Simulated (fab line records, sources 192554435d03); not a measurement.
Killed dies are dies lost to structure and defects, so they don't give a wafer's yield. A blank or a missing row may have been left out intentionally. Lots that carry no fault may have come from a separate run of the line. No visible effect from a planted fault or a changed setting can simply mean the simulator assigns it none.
fab line records    flow n5Finfet
[record] lots = 5  wafers = 14  lastDay = 17
route steps=1938 shown MOL_CONTACT_COAG@547 BEOL_M4@1111 PASSIVATION@1936
lots that met no fault: from a run of the same line without faults
startH: hours from the record's opening day to when the first of the lot's shown wafers began    waitH: hours elapsed since this lot's preceding step    " same as the row above    L1.1+2: one row covering several wafers at once    - either no value or no given start    * or withheld: withheld    < > ~ a bound
route shown NAME@n: NAME is a module with steps in the file, n the number in the route of the first one    usual: mean and standard deviation over wafers with no fault    same: alike in all rows    chamber/n: place in a boat    sites: each site's reading    _std_site: their standard deviation    _edge_site: mean of outer sites minus mean of inner sites    radiusMm: how far each site lies from the wafer's centre    mask NAME#n: copy n    behind: tool/chamber where the wafer was last shaped    hold: why the lot was held/for how many hours/how that ended    device: the n, p or np transistor that did not switch    end of line: tests of these same wafers at the route's end    a step with no rows: only its recipe    killed: the dies lost at the first sort to structure and to defects; this is not the yield of the wafer    map: per-die view of a wafer (x killed, . not killed, _ where there is no die)
set.NAME: the setting as run; set.NAME@STEP: as run at that earlier step    model.NAME: the simulator's own value behind a step, which no gauge read
lots seen at some steps along the route; tables by step, rows by wafer
services: from which hour (startH, from the record's first day; less than 0 if before it) a tool's chamber was out of use, for how many hours, and why
[[steps]]
[step N5_MOL_CONTACT_COAG_SPUTTER_143]
[recipe] material = Co  targetThkA = 25  tempC = 25  chamberPressurePa = 0.2
[step N5_MOL_CONTACT_COAG_CO_FILL_22]
[recipe] material = Co  targetThkA = 200  tempC = 200  precursor = CCTBA/H2  pressureTorr = 30
[usual] chamberPressureTorr = 29.99/0.056  heaterPowerW = 247/21
lot.wafer  tool      chamber  startH  waitH  chamberPressureTorr  heaterPowerW
L965.2     cvdCo-02  2        119.80  0.1    30.06                250
L965.4     "         0        "       "      30.02                215
L965.6     "         2        "       "      30.01                241
L970.2     cvdCo-02  2        150.61  0.1    30.02                250
L970.4     "         1        "       "      29.95                235
L970.5     "         2        "       "      29.99                255
L976.4     cvdCo-01  1        185.63  0.4    30.00                276
L976.5     "         2        "       "      29.92                239
L982.2     cvdCo-01  2        223.18  0.1    29.94                238
L982.5     "         0        "       "      30.04                273
L982.6     "         2        "       "      29.88                243
L983.2     cvdCo-01  1        229.98  0.1    29.94                276
L983.4     "         0        "       "      29.97                265
L983.5     "         2        "       "      29.87                237
[step N5_MOL_CONTACT_COAG_ANNEAL_113]
[recipe] tempC = 400  timeS = 300  ambient = H2/N2
[usual] lampPowerPct = 2.69/0.24  wafer_temp_C_max = 401.2/0.37
lot.wafer  tool          chamber  startH  waitH  lampPowerPct  wafer_temp_C_max
L965.2     rtpAnneal-02  0        120.85  0.8    2.87          401.6
L965.4     "             0        "       "      2.88          401.1
L965.6     "             0        "       "      2.88          401.6
L970.2     rtpAnneal-02  0        151.53  0.6    2.88          401.1
L970.4     "             0        "       "      2.88          401.1
L970.5     "             0        "       "      2.88          401.0
L976.4     rtpAnneal-01  0        186.47  0.5    2.39          401.0
L976.5     "             0        "       "      2.38          401.4
L982.2     rtpAnneal-02  0        223.95  0.5    2.87          401.5
L982.5     "             0        "       "      2.87          401.4
L982.6     "             0        "       "      2.87          401.4
L983.2     rtpAnneal-01  0        230.81  0.5    2.38          401.3
L983.4     "             0        "       "      2.38          401.1
L983.5     "             0        "       "      2.38          401.3
[step N5_MOL_CONTACT_COAG_PRE_CLEAN_142]
[recipe] gas = H2/He  timeS = 60  tempC = 300
[usual] heaterPowerW = 422/46
lot.wafer  tool           chamber  startH  waitH  heaterPowerW
L965.2     pvdSputter-03  -        122.28  1.3    403
L965.4     "              -        "       "      441
L965.6     "              -        "       "      421
L970.2     pvdSputter-01  -        152.43  0.7    352
L970.4     "              -        "       "      445
L970.5     "              -        "       "      524
L976.4     pvdSputter-02  -        188.78  2.2    464
L976.5     "              -        "       "      454
L982.2     pvdSputter-02  -        226.17  2.1    420
L982.5     "              -        "       "      437
L982.6     "              -        "       "      471
L983.2     pvdSputter-03  -        232.32  1.4    392
L983.4     "              -        "       "      410
L983.5     "              -        "       "      409
[step N5_MOL_CONTACT_COAG_SPUTTER_130]
[recipe] material = Co  targetThkA = 475  tempC = 25  chamberPressurePa = 0.5  powerW = 3000
[step N5_MOL_CONTACT_COAG_PRECLEAN_125]
[recipe] chemistry = DIW  timeS = 57.5  tempC = 23
[step N5_MOL_CONTACT_COAG_SRD_126]
[recipe] dryTimeS = 32  dry = n2Spin  spinRpm = 1500
[step N5_MOL_CONTACT_COAG_CMP_23]
[recipe] stopOn = SiO2  tOverpolishS = 1.5  postCmpClean = cuAlkaline  downForcePsi = 2  platenRpm = 50.289  padVelocityMS = 1.0006  targetThkNm = 0
[usual] motorCurrentA = 8.6/1  overpolishRunS = 1.500/0.0096  timeToEndpointS = 10.2/2
lot.wafer  tool    chamber  startH  waitH  motorCurrentA  overpolishRunS  timeToEndpointS
L965.2     cmp-01  0        122.52  0.0    9.5            1.492           10.3
L965.4     "       1        "       "      8.4            1.498           9.3
L965.6     "       0        "       "      8.9            1.509           9.4
L970.2     cmp-03  2        152.75  0.1    9.7            1.491           11.3
L970.4     "       3        "       "      8.7            1.491           12.1
L970.5     "       1        "       "      8.4            1.501           11.4
L976.4     cmp-03  1        189.05  0.1    8.3            1.488           9.8
L976.5     "       2        "       "      9.9            1.509           11.4
L982.2     cmp-01  0        226.45  0.1    9.1            1.508           10.8
L982.6     "       3        "       "      11.1           1.515           7.4
L982.5     "       0        "       "      9.0            1.480           11.7
L983.2     cmp-02  2        232.60  0.1    9.1            1.501           5.4
L983.4     "       0        "       "      8.2            1.489           7.9
L983.5     "       2        "       "      9.5            1.503           8.3
[step N5_MOL_CONTACT_COAG_WET_ETCH_26]
[recipe] target = Co  targetDepthNm = 13
[step N5_MOL_CONTACT_COAG_WET_ETCH_116]
[recipe] chemistry = SC1-inhibited  targetDepthNm = 4.6  dry = ipaMarangoni  rinseTimeS = 30  rinseTempC = 23
[step N5_MOL_CONTACT_COAG_ALD_27]
[recipe] material = SiOC  targetThkA = 170  tempC = 400  aldPrecursorFamily = carbosiloxane  aldCoReactant = H2-plasma  pulseTimeS = 1.5  timeS = 2720  purgeTimeS = 2  coReactantPurgeTimeS = 2  aldCycles = 340  pressureTorr = 2
[usual] chamberPressureTorr = 2.000/0.0044  heaterPowerW = 798/86  precursorPulseHeightRel = 0.998/0.017  runLengthS = 2769.9/0.6  timeS = 2720/0
[same] aldCycles = 340  pulseTimeS = 1.5
lot.wafer  tool       chamber  startH  waitH  chamberPressureTorr  heaterPowerW  precursorPulseHeightRel  runLengthS  timeS
L965.2     aldSin-03  3        123.46  0.2    2.007                883           0.985                    2769.3      2720
L965.4     "          2        "       "      2.008                797           1.019                    2770.7      2720
L965.6     "          0        "       "      2.004                733           1.006                    2770.6      2720
L970.2     aldSin-02  2        153.49  0.0    2.000                878           1.003                    2769.6      2720
L970.4     "          1        "       "      1.998                815           0.989                    2769.3      2720
L970.5     "          1        "       "      1.997                827           1.013                    2769.9      2720
L976.4     aldSin-03  3        190.39  0.1    1.996                883           0.992                    3532.9      3483.8
L976.5     "          3        "       "      1.999                884           0.961                    3533.9      3483.8
L982.2     aldSin-02  0        227.24  0.0    2.006                857           0.995                    2770.4      2720
L982.5     "          3        "       "      2.004                931           1.018                    2768.8      2720
L982.6     "          0        "       "      2.005                875           1.008                    2770.1      2720
L983.2     aldSin-01  1        233.42  0.0    2.007                727           1.002                    2769.6      2720
L983.4     "          3        "       "      2.000                909           0.984                    2769.9      2720
L983.5     "          3        "       "      1.999                896           0.986                    2770.8      2720
[step N5_MOL_CONTACT_COAG_CMP_28]
[recipe] stopOn = SiNx  tOverpolishS = 0.85  postCmpClean = alkalineBrush  downForcePsi = 4.15  platenRpm = 51.8  padVelocityMS = 1.0307  targetThkNm = 14.522
[usual] motorCurrentA = 13.2/1.5  timeToEndpointS = 4.8/2.1
lot.wafer  tool    chamber  startH  waitH  motorCurrentA  timeToEndpointS
L965.4     cmp-03  3        125.11  0.9    12.5           8.1
L965.2     "       0        "       "      11.7           11.5
L965.6     "       2        "       "      14.6           6.4
L970.2     cmp-03  1        155.06  0.8    12.8           6.1
L970.4     "       2        "       "      14.8           5.7
L970.5     "       1        "       "      13.0           5.7
L976.4     cmp-01  0        192.07  0.9    14.8           0.6
L976.5     "       2        "       "      10.3           2.9
L982.2     cmp-03  3        228.88  0.9    13.3           8.1
L982.5     "       1        "       "      12.0           3.4
L982.6     "       2        "       "      14.6           7.9
L983.4     cmp-01  3        235.03  0.8    17.1           5.7
L983.2     "       0        "       "      14.4           3.8
L983.5     "       2        "       "      10.6           4.7
[step N5_BEOL_M4_RC_MEAS_101]
[usual] DIBL_N = 36.5/1.4  DIBL_P = 36.6/1.6  IOFF_N = 0.160/0.024  IOFF_P = 0.217/0.029  ION_N = 674/8.7  ION_P = 464/6.5  SS_N = 71.6/0.47  SS_P = 73.4/0.57  VT_N = 250.0/2.5  VT_P = -250/3.1
lot.wafer  tool       chamber  startH  waitH  DIBL_N[mV/V]  DIBL_P[mV/V]  IOFF_N[nA/um]  IOFF_P[nA/um]  ION_N[uA/um]  ION_P[uA/um]  SS_N[mV/dec]  SS_P[mV/dec]  VT_N[mV]  VT_P[mV]
L965.2     prober-02  0        210.98  0.2    36.4          37.1          0.173          0.207          676           464           71.5          73.2          250.2     -250
L965.4     "          0        "       "      37.4          37.9          0.186          0.223          679           457           71.3          74.2          248.0     -251
L965.6     "          0        "       "      36.7          37.4          0.177          0.214          682           464           70.9          73.4          246.3     -253
L970.2     prober-02  0        219.06  0.4    39.5          38.6          0.216          0.269          679           464           71.9          73.7          244.3     -250
L970.4     "          0        "       "      36.6          35.3          0.162          0.207          665           462           70.9          73.2          249.6     -250
L970.5     "          0        "       "      36.9          36.0          0.169          0.230          689           473           71.2          73.5          247.6     -250
L976.4     prober-02  0        263.61  0.5    35.7          35.3          0.135          0.167          676           456           71.4          73.1          251.1     -255
L976.5     "          0        "       "      34.9          34.0          0.115          0.147          658           450           71.2          73.1          255.8     -259
L982.2     prober-01  0        301.30  0.2    35.7          38.0          0.155          0.196          675           458           72.1          73.3          251.8     -252
L982.5     "          0        "       "      35.5          38.1          0.153          0.204          680           462           71.6          73.2          251.5     -252
L982.6     "          0        "       "      37.5          41.2          0.203          0.257          684           467           71.7          73.7          249.2     -248
L983.2     prober-02  0        304.29  0.2    38.1          38.6          0.208          0.260          689           466           71.6          73.7          244.8     -247
L983.4     "          0        "       "      37.4          36.5          0.174          0.223          680           465           72.1          73.2          249.1     -249
L983.5     "          0        "       "      37.2          36.6          0.172          0.221          677           460           71.8          73.5          249.9     -250
[step N5_PASSIVATION_PROBE_49]
[usual] defectLimitedYield = 91.2/1.4  killed_at_M0_to_M3 = 34/9.4  killed_at_M4_up = 13/5.8  killedAtContacts = 13/6.4  killedAtFrontEnd = 41/11  killedAtOther = 3.1/2.3  killedDies = 103/16  killedOpen = 69/12  killedShort = 33/7.8  sort_bin_5_function = 5.1/0.91  sort_bin_6_memory = 3.3/0.63  sortNPass = 1077/16  sortYieldPct = 91.2/1.4
[same] grossDies = 1180  killedAtBackSide = 0  sort_bin_4_leakage[%] = 0  sort_bin_8_speed[%] = 0
lot.wafer  tool       chamber  startH  waitH  defectLimitedYield[%]  killed_at_M0_to_M3  killed_at_M4_up  killedAtContacts  killedAtFrontEnd  killedAtOther  killedDies  killedOpen  killedShort  sort_bin_5_function[%]  sort_bin_6_memory[%]  sortNPass  sortYieldPct[%]
L970.2     prober-02  -        310.67  0.1    89.5                   38                  21               18                45                2              124         82          39           6.0                     3.8                   1056       89.5
L970.4     prober-02  -        310.77  0.2    91.6                   41                  9                11                37                1              99          67          31           4.9                     3.1                   1081       91.6
L970.5     prober-02  -        310.82  0.2    90.4                   33                  15               10                53                2              113         67          44           6.2                     3.3                   1067       90.4
L965.2     prober-01  -        311.43  0.1    89.1                   38                  29               18                39                5              129         87          34           6.2                     3.7                   1051       89.1
L965.4     prober-01  -        311.53  0.2    92.2                   24                  20               19                25                4              92          62          29           4.2                     3.3                   1088       92.2
L965.6     prober-01  -        311.63  0.3    93.0                   22                  17               11                32                1              83          67          15           4.3                     2.6                   1097       93.0
L983.2     prober-01  -        411.81  0.1    90.5                   27                  14               18                53                0              112         77          35           5.3                     3.6                   1068       90.5
L983.4     prober-01  -        411.91  0.2    90.7                   32                  18               13                45                2              110         67          37           6.2                     3.0                   1070       90.7
L983.5     prober-01  -        411.96  0.2    91.8                   21                  11               12                48                5              97          58          37           4.7                     3.2                   1083       91.8
// killed by level:class
L970.2 MOL_CONTACT_COAG:geometricParticle:open=14 FIN_SAQP:geometricParticle:short=13 STI_FIN_REVEAL:geometricParticle:open=13 BEOL_M4:geometricParticle:open=13 FIN_SAQP:geometricParticle:open=9 BEOL_M0_SAQP:geometricParticle:short=8 BEOL_M0_SAQP:geometricParticle:open=7 BEOL_M2:geometricParticle:open=7
L970.4 MOL_CONTACT_COAG:geometricParticle:open=10 BEOL_M1:geometricParticle:open=10 STI_FIN_REVEAL:geometricParticle:open=8 BEOL_M3:geometricParticle:open=8 BEOL_M0_SAQP:geometricParticle:short=7 GATE_CUT:geometricParticle:short=6 BEOL_M0_SAQP:geometricParticle:open=6 FIN_SAQP:geometricParticle:open=5
L970.5 GATE_CUT:geometricParticle:short=13 FIN_SAQP:geometricParticle:short=10 BEOL_M1:geometricParticle:open=9 MOL_CONTACT_COAG:geometricParticle:open=8 FIN_SAQP:geometricParticle:open=7 STI_FIN_REVEAL:geometricParticle:open=7 BEOL_M0_SAQP:geometricParticle:open=6 BEOL_M0_SAQP:geometricParticle:short=5
L965.2 MOL_CONTACT_COAG:geometricParticle:open=12 BEOL_M4:geometricParticle:open=12 FIN_SAQP:geometricParticle:open=11 BEOL_M1:geometricParticle:open=9 BEOL_M0_SAQP:geometricParticle:short=8 BEOL_M0_SAQP:geometricParticle:open=7 STI_FIN_REVEAL:geometricParticle:open=6 BEOL_M2:geometricParticle:open=5
L965.4 MOL_CONTACT_COAG:geometricParticle:open=15 BEOL_M4:geometricParticle:open=10 BEOL_M0_SAQP:geometricParticle:short=6 BEOL_M2:geometricParticle:open=6 FIN_SAQP:geometricParticle:open=5 STI_FIN_REVEAL:geometricParticle:open=4 GATE_CUT:geometricParticle:short=4 MOL_CONTACT_COAG:geometricParticle:short=4
L965.6 FIN_SAQP:geometricParticle:open=10 MOL_CONTACT_COAG:geometricParticle:open=9 BEOL_M0_SAQP:geometricParticle:open=8 STI_FIN_REVEAL:geometricParticle:open=6 BEOL_M4:geometricParticle:open=6 BEOL_M5:geometricParticle:open=6 BEOL_M3:geometricParticle:open=5 FIN_SAQP:geometricParticle:short=4
L983.2 MOL_CONTACT_COAG:geometricParticle:open=15 FIN_SAQP:geometricParticle:open=13 STI_FIN_REVEAL:geometricParticle:open=9 BEOL_M0_SAQP:geometricParticle:short=7 BEOL_M1:geometricParticle:open=7 DUMMY_GATE:geometricParticle:open=6 GATE_CUT:geometricParticle:short=6 BEOL_M4:geometricParticle:open=6
L983.4 FIN_SAQP:geometricParticle:short=13 MOL_CONTACT_COAG:geometricParticle:open=10 BEOL_M0_SAQP:geometricParticle:open=8 STI_FIN_REVEAL:geometricParticle:open=7 BEOL_M4:geometricParticle:open=7 BEOL_M1:geometricParticle:open=6 BEOL_M2:geometricParticle:open=6 GATE_CUT:geometricParticle:short=4
L983.5 STI_FIN_REVEAL:geometricParticle:open=11 FIN_SAQP:geometricParticle:short=10 MOL_CONTACT_COAG:geometricParticle:open=9 BEOL_M4:geometricParticle:open=8 BEOL_M0_SAQP:geometricParticle:short=7 GATE_CUT:geometricParticle:short=6 FIN_SAQP:geometricParticle:open=5 DUMMY_GATE:geometricParticle:open=5
[[services]]
tool           chamber  startH  hours  kind
pvdSputter-01  -        96.99   3.6    repair
aldSin-01      -        99.31   2.8    pm
cvdCo-02       1        114.67  -      clean
cvdCo-02       1        114.67  22.0   scheduledDown
cvdCo-02       1        114.67  22.0   ventCycle
cmp-01         -        115.10  4.0    pm
cmp-02         -        117.19  3.8    repair
cmp-01         -        119.10  -      consumableReplace:conditioner
cmp-01         -        119.10  -      consumableReplace:pad
cmp-01         -        132.38  17.3   repair
aldSin-03      -        153.63  2.8    pm
pvdSputter-03  -        168.44  10.5   repair
cmp-02         -        172.36  4.9    pm
aldSin-02      -        178.08  14.0   pm
aldSin-02      0        178.08  14.0   ventCycle
aldSin-02      1        178.08  14.0   ventCycle
aldSin-02      2        178.08  14.0   ventCycle
aldSin-02      3        178.08  14.0   ventCycle
aldSin-02      0        192.08  -      clean
aldSin-02      1        192.08  -      clean
cmp-02         -        194.36  2.7    repair
aldSin-01      1        197.73  12.1   repair
cmp-03         -        198.27  1.0    repair
cmp-02         -        218.33  5.7    pm
[[key]]
[firstSign] step = N5_MOL_CONTACT_COAG_ALD_27  reading = timeS  direction = up  sigmas = 99+  usual = *  struck = *
[effect] step = N5_MOL_CONTACT_COAG_ALD_27  reading = runLengthS  direction = up  sigmas = 99+  usual = *  struck = *
metAt N5_MOL_CONTACT_COAG_ALD_27
struckWafers L976.4,L976.5
onsetBetween 123.46 190.39
[fault] kind = processParameterDrift  tool = aldSin-03  chamber = -  onsetH = 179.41  steps = N5_MOL_CONTACT_COAG_ALD_27  channel = timeS  offset = *  shape = step  endH = 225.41  scope = struckWafersOnly  stated = *
